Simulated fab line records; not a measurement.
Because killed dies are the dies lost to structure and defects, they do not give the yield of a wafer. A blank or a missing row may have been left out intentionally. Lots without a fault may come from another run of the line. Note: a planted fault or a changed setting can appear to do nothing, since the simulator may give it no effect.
Chamber matching -- flow n5_finfet -- N5_BEOL_M3_STRIP_36 on rie_diel-03: 4 sister chambers
The step strips in N2/H2. 4 wafers are shown with their chamber, then 8 later ones without.

WAFERS, EACH WITH ITS CHAMBER
wafer,chamber,drypump_motor_current_A (A)
L083.1,3,5.4
L086.3,0,5.6
L086.4,1,4.9
L087.3,2,6.6

WAFERS WHOSE CHAMBER IS MISSING
wafer,drypump_motor_current_A (A)
L087.4,4.9
L087.6,5.6
L089.4,6.6
L089.5,5.4
L089.6,5.6
L093.2,5.5
L093.4,5.6
L093.6,5.6

WHICH CHAMBER EACH ONE RAN IN
wafer,from the rows above,in truth
L087.4,1,1
L087.6,0,0
L089.4,2,2
L089.5,3,3
L089.6,0,0
L093.2,can't be placed: 0 or 3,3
L093.4,0,0
L093.6,0,0
7 of 8 placed correctly. Cannot be placed on the basis of these rows: 1; the candidates contain the true chamber in 1. Wrongly placed: 0.
How it was worked out, from the rows above alone: a wafer's distance from a chamber is the root of the sum, over the readings, of the square of ((its reading less the chamber's mean) divided by the reading's scatter). If the next closest chamber is less than 2 further off than the closest, the wafer can't be placed; otherwise it belongs to the closest. For every chamber, the mean is computed from those of its wafers that are shown. The scatter: root of mean squared gap, hidden wafer to nearest shown wafer, with one shown wafer a chamber.
